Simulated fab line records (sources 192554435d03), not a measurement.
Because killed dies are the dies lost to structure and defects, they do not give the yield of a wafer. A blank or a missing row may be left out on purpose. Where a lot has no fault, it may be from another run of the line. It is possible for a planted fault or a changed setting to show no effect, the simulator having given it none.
Which tool was responsible? | flow n5-finfet | 27 wafers from 9 lots sampled at 3 of the route's 1938 steps

WHAT EACH GAUGE READ, for each wafer
N5_BEOL_M3_OCD_MEAS_38.
lot  | measured     | on     | trench-depth-nm (nm)
L343 | day 7 19:38  | ocd-02 | 56.0 54.1 53.4
L344 | day 7 16:50  | ocd-01 | 55.4 55.4 55.3
L345 | day 7 23:13  | ocd-02 | 55.1 56.1 55.3
L349 | day 8 13:12  | ocd-02 | 54.3 54.3 56.6
L348 | day 8 18:00  | ocd-02 | 55.1 55.4 54.7
L353 | day 9 20:16  | ocd-01 | 34.8 31.7 37.8
L360 | day 11 12:46 | ocd-01 | 55.8 53.8 53.8
L364 | day 12 19:35 | ocd-02 | 53.5 55.7 53.4
L365 | day 12 21:38 | ocd-01 | 54.2 54.9 53.7

TOOL THAT RAN EACH LOT (tool first, then ch and the chambers of the sampled wafers, then the start)
lot  | N5_BEOL_M3_HM_OPEN_17             | N5_BEOL_M3_STRIP_36
L343 | rie-metal-02 ch 0, day 7 12:26    | rie-diel-05 ch 0,1, day 7 19:27
L344 | rie-metal-02 ch 0,1, day 7 13:00  | rie-diel-02 ch 0,1, day 7 16:38
L345 | rie-metal-01 ch 0,1, day 7 13:04  | rie-diel-05 ch 0,3, day 7 23:02
L349 | rie-metal-01 ch 0, day 8 11:15    | rie-diel-05 ch 1,2,3, day 8 13:00
L348 | rie-metal-02 ch 0,1, day 8 14:01  | rie-diel-02 ch 0,2,3, day 8 17:49
L353 | rie-metal-01 ch 1, day 9 14:17    | rie-diel-04 ch 0,2,3, day 9 20:04
L360 | rie-metal-02 ch 0,1, day 11 10:47 | rie-diel-05 ch 1,2,3, day 11 12:35
L364 | rie-metal-03 ch 0,1, day 12 11:13 | rie-diel-05 ch 2,3, day 12 19:23
L365 | rie-metal-02 ch 0,1, day 12 15:32 | rie-diel-02 ch 1,2, day 12 21:22
- N5_BEOL_M3_HM_OPEN_17: chemistry Cl2/BCl3, target TiN, target depth 20 nm, overetch 6 nm.
- N5_BEOL_M3_STRIP_36: strips in N2/H2.

THE ANSWER, worked out from the rows above alone
Rule: what is usual is taken from the lots themselves. The widest of any qualifying gaps counts: lots, ordered by their means at a reading, are off when they make up no more than a third of the lots, leave a main group of 4 or more, and stand apart from it by 3 or more times the standard deviation of that group's means. A main group whose means are all the same, to the digits that the tables above print for the reading, isn't used. A lot without any number at a reading at which 4 lots or more have one is off too. Any other lot the step has rows for is counted as sound.
Off: L353, at N5_BEOL_M3_OCD_MEAS_38 (trench-depth-nm). Main group: mean 54.8 nm, sd 0.47.
If a tool, at a process step before that reading, ran all the lots that are off and no sound lot after the first of them, it fits. The gauges at N5_BEOL_M3_OCD_MEAS_38 are tried like those tools. Can't be told from this: 2 tools fit, rie-metal-01 at N5_BEOL_M3_HM_OPEN_17, rie-diel-04 at N5_BEOL_M3_STRIP_36.

WHAT THE SIMULATOR PUT IN
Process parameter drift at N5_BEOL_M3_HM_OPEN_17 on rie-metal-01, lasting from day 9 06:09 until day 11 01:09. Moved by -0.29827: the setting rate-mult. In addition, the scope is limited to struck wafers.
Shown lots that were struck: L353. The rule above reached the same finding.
